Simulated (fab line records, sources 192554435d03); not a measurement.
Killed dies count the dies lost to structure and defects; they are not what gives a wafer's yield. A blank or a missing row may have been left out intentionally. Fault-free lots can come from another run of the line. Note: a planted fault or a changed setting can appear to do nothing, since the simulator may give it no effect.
Lot-split experiment || flow n5-finfet || on a route of 1938 steps: 7 lots, 21 wafers read

== SPLIT DETAILS ==
At N5_BEOL_M13_COAT_58 (time 60 s, resist thk 89 nm), the setting spin-rpm was moved away from the recipe's 1500 rpm on 7 of the 21 wafers read, by +6.1% to +10.6%. For the rest of the wafers, this setting stayed at what the recipe calls for.

== FROM THE SPLIT TO THE READING: what the file shows between them, 3 steps ==
- N5_BEOL_M13_COAT_04: resist thk 400 nm
- N5_BEOL_M13_EBR_06
- N5_BEOL_M13_DESCUM_15: chemistry O2, time 7.9 s

== THE READING ==
etch.depth-nm (the simulator's own value, which no gauge read), in nm, at N5_BEOL_M13_ETCH_59 (etches BARC in N2/H2, target depth 89 nm, overetch 26.7 nm, time 67.9 s). The file gives no usual value for it. Average 88.96 nm, standard deviation 0.25 nm, over the 14 wafers here run with the recipe.

{"wafer": "L074.1", "tool, chamber at the split": "litho-track-04, 0", "spin-rpm as run, rpm": 1591, "against the recipe": "+6.1%", "etch.depth-nm, nm": 86.62, "against lot-mates on the recipe": -2.43}
{"wafer": "L074.4", "tool, chamber at the split": "litho-track-04, 0", "spin-rpm as run, rpm": 1500, "against the recipe": "recipe", "etch.depth-nm, nm": 89.08, "against lot-mates on the recipe": "-"}
{"wafer": "L074.5", "tool, chamber at the split": "litho-track-04, 0", "spin-rpm as run, rpm": 1500, "against the recipe": "recipe", "etch.depth-nm, nm": 89.02, "against lot-mates on the recipe": "-"}
{"wafer": "L080.1", "tool, chamber at the split": "litho-track-02, 0", "spin-rpm as run, rpm": 1659, "against the recipe": "+10.6%", "etch.depth-nm, nm": 84.59, "against lot-mates on the recipe": -4.32}
{"wafer": "L080.3", "tool, chamber at the split": "litho-track-02, 0", "spin-rpm as run, rpm": 1500, "against the recipe": "recipe", "etch.depth-nm, nm": 88.93, "against lot-mates on the recipe": "-"}
{"wafer": "L080.6", "tool, chamber at the split": "litho-track-02, 0", "spin-rpm as run, rpm": 1500, "against the recipe": "recipe", "etch.depth-nm, nm": 88.89, "against lot-mates on the recipe": "-"}
{"wafer": "L084.1", "tool, chamber at the split": "litho-track-02, 0", "spin-rpm as run, rpm": 1598, "against the recipe": "+6.5%", "etch.depth-nm, nm": 86.19, "against lot-mates on the recipe": "no lot-mate on the recipe"}
{"wafer": "L084.2", "tool, chamber at the split": "litho-track-02, 0", "spin-rpm as run, rpm": 1598, "against the recipe": "+6.5%", "etch.depth-nm, nm": 86.33, "against lot-mates on the recipe": "no lot-mate on the recipe"}
{"wafer": "L084.3", "tool, chamber at the split": "litho-track-02, 0", "spin-rpm as run, rpm": 1598, "against the recipe": "+6.5%", "etch.depth-nm, nm": 86.18, "against lot-mates on the recipe": "no lot-mate on the recipe"}
{"wafer": "L087.2", "tool, chamber at the split": "litho-track-02, 0", "spin-rpm as run, rpm": 1620, "against the recipe": "+8.0%", "etch.depth-nm, nm": 85.37, "against lot-mates on the recipe": -3.69}
{"wafer": "L087.3", "tool, chamber at the split": "litho-track-02, 0", "spin-rpm as run, rpm": 1620, "against the recipe": "+8.0%", "etch.depth-nm, nm": 85.84, "against lot-mates on the recipe": -3.22}
{"wafer": "L087.6", "tool, chamber at the split": "litho-track-02, 0", "spin-rpm as run, rpm": 1500, "against the recipe": "recipe", "etch.depth-nm, nm": 89.06, "against lot-mates on the recipe": "-"}
{"wafer": "L091.1", "tool, chamber at the split": "litho-track-05, 0", "spin-rpm as run, rpm": 1500, "against the recipe": "recipe", "etch.depth-nm, nm": 88.36, "against lot-mates on the recipe": "-"}
{"wafer": "L091.4", "tool, chamber at the split": "litho-track-05, 0", "spin-rpm as run, rpm": 1500, "against the recipe": "recipe", "etch.depth-nm, nm": 88.84, "against lot-mates on the recipe": "-"}
{"wafer": "L091.5", "tool, chamber at the split": "litho-track-05, 0", "spin-rpm as run, rpm": 1500, "against the recipe": "recipe", "etch.depth-nm, nm": 88.64, "against lot-mates on the recipe": "-"}
{"wafer": "L094.1", "tool, chamber at the split": "litho-track-04, 0", "spin-rpm as run, rpm": 1500, "against the recipe": "recipe", "etch.depth-nm, nm": 88.93, "against lot-mates on the recipe": "-"}
{"wafer": "L094.3", "tool, chamber at the split": "litho-track-04, 0", "spin-rpm as run, rpm": 1500, "against the recipe": "recipe", "etch.depth-nm, nm": 88.92, "against lot-mates on the recipe": "-"}
{"wafer": "L094.5", "tool, chamber at the split": "litho-track-04, 0", "spin-rpm as run, rpm": 1500, "against the recipe": "recipe", "etch.depth-nm, nm": 89.01, "against lot-mates on the recipe": "-"}
{"wafer": "L095.3", "tool, chamber at the split": "litho-track-04, 0", "spin-rpm as run, rpm": 1500, "against the recipe": "recipe", "etch.depth-nm, nm": 88.99, "against lot-mates on the recipe": "-"}
{"wafer": "L095.4", "tool, chamber at the split": "litho-track-04, 0", "spin-rpm as run, rpm": 1500, "against the recipe": "recipe", "etch.depth-nm, nm": 89.28, "against lot-mates on the recipe": "-"}
{"wafer": "L095.6", "tool, chamber at the split": "litho-track-04, 0", "spin-rpm as run, rpm": 1500, "against the recipe": "recipe", "etch.depth-nm, nm": 89.46, "against lot-mates on the recipe": "-"}

THE FIT
A straight line over all 21 wafers: etch.depth-nm changes by -0.414 nm for each +1% of spin-rpm; r = -0.99; the points scatter about the line by 0.23 nm.
The same after taking each lot's own level away (the mean of its wafers on the recipe; 18 wafers): -0.418 nm for each +1%; r = -0.99; scatter 0.16 nm.
Per that fit: largest spin-rpm move, reading shift of 4.4 nm.
Measured against the standard deviation above, the lots' own levels, which go from 88.613 to 89.243 nm, span 2.5 times it.
The two slopes agree, so the slope changes little with the lot-to-lot level.
Check: with one of the wafers moved furthest among these (+10.6%) left out of the fit, the line predicts -4.5 nm for it against its lot-mates. It came out at -4.32 nm against them.

== THE OTHER SPLITS THESE WAFERS WENT THROUGH ==
Other splits were also applied to these wafers ahead of the reading. Each is held against what the fit with the lots' levels taken away leaves over:
{"other split on the same wafers": "N5_BEOL_M12_ETCH_59 h2-flow-sccm", "wafers away from the commonest value": 8, "r with etch.depth-nm (lot level and that fit taken away)": -0.15}
{"other split on the same wafers": "N5_BEOL_M12_SPUTTER_44 power-w", "wafers away from the commonest value": 3, "r with etch.depth-nm (lot level and that fit taken away)": "+0.07"}

== THE WHOLE CHAIN: every reading that the file lists as answering this split, in the file's order ==
{"step": "N5_BEOL_M13_COAT_58", "what it does": "time 60 s, resist thk 89 nm", "reading": "BARC_of_BEOL_M13_COAT_58.thk-nm (the simulator's own value, which no gauge read)", "change (the file's fit)": "-0.41 nm for each +1% of the setting", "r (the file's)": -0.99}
{"step": "N5_BEOL_M13_ETCH_59", "what it does": "etches BARC in N2/H2, target depth 89 nm, overetch 26.7 nm, time 67.9 s", "reading": "etch.depth-nm (the simulator's own value, which no gauge read)", "change (the file's fit)": "-0.413 nm for each +1% of the setting", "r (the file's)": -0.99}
{"step": "N5_BEOL_M13_STRIP_64", "what it does": "strips in N2/H2", "reading": "strip-time-to-endpoint-s", "change (the file's fit)": "withheld for each +1% of the setting", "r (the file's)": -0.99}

== THE FILE'S OWN FIT ==
etch.depth-nm changes by -0.413 nm for each +1% of spin-rpm, r = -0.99.
